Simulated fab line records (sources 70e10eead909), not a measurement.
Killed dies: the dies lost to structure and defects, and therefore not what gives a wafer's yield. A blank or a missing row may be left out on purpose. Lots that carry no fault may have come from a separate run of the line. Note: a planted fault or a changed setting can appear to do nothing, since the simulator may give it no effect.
The tool behind it: which one?	flow nand-harc	6 lots with 18 wafers sampled at 5 steps, on a route of 1302 steps

## WHAT EACH GAUGE READ, for each wafer
NHARC_END_SORT_01.
lot	measured	on	defect-limited-yield (%)
L606	day 29 03:49	prober-02	62.3 90.0 60.4
L617	day 33 05:20	prober-02	90.4 91.7 92.3
L618	day 33 13:57	prober-02	92.9 93.9 93.8

## WHAT TOOL EACH LOT RAN ON (gives the tool, then ch and the chambers of the sampled wafers, and finally the start)
lot	NHARC_A_M0_ECD_22	NHARC_THIN_TSV_STRIP_45	NHARC_THIN_TSV_DEGAS_49	NHARC_THIN_TSV_ANNEAL_52
L598	ecd-cu-02 ch 0,1, day 23 10:00	plasma-asher-01 ch 0,1, day 24 09:16	pvd-sputter-01, day 24 10:58	rtp-anneal-01 ch 0, day 24 12:11
L599	ecd-cu-01 ch 0,1, day 23 22:25	plasma-asher-01 ch 0, day 24 22:20	pvd-sputter-02, day 25 00:03	rtp-anneal-01 ch 0, day 25 01:16
L606	ecd-cu-01 ch 0,1, day 27 13:39	plasma-asher-01 ch 0,1, day 28 12:04	pvd-sputter-02, day 28 13:49	rtp-anneal-02 ch 0, day 28 15:02
L615	ecd-cu-02 ch 0,1, day 29 21:52	plasma-asher-01 ch 0,1, day 30 21:19	pvd-sputter-01, day 30 22:58	rtp-anneal-01 ch 0, day 31 00:15
L617	ecd-cu-02 ch 0,1, day 31 12:29	plasma-asher-01 ch 0,1, day 32 14:17	pvd-sputter-01, day 32 16:05	rtp-anneal-01 ch 0, day 32 17:19
L618	ecd-cu-01 ch 0,1, day 31 19:03	plasma-asher-01 ch 0,1, day 32 19:11	pvd-sputter-03, day 32 20:47	rtp-anneal-02 ch 0, day 32 22:15
- NHARC_A_M0_ECD_22: material Cu, target thk 400 nm.
- NHARC_THIN_TSV_STRIP_45: strips in O2.
- NHARC_THIN_TSV_DEGAS_49: time 120 s.
- NHARC_THIN_TSV_ANNEAL_52: time 90 s.

## THE ANSWER, worked out from the rows above alone
Rule: usual is defined by the lots themselves. Put in order of their means at a reading, lots are off if they are a third of the lots or fewer, leave a main group of 4 or more, and stand apart from it by a gap of 3 or more times the standard deviation of the main group's means; of several such gaps the widest counts. If all means in a main group match to the digits the tables above print for the reading, that group is not used. A lot without any number at a reading at which 4 lots or more have one is off too. Any other lot the step has rows for is counted as sound.
Across all readings shown, no lot is off: no conclusion can be drawn from this.

## WHAT THE SIMULATOR HAD INSERTED
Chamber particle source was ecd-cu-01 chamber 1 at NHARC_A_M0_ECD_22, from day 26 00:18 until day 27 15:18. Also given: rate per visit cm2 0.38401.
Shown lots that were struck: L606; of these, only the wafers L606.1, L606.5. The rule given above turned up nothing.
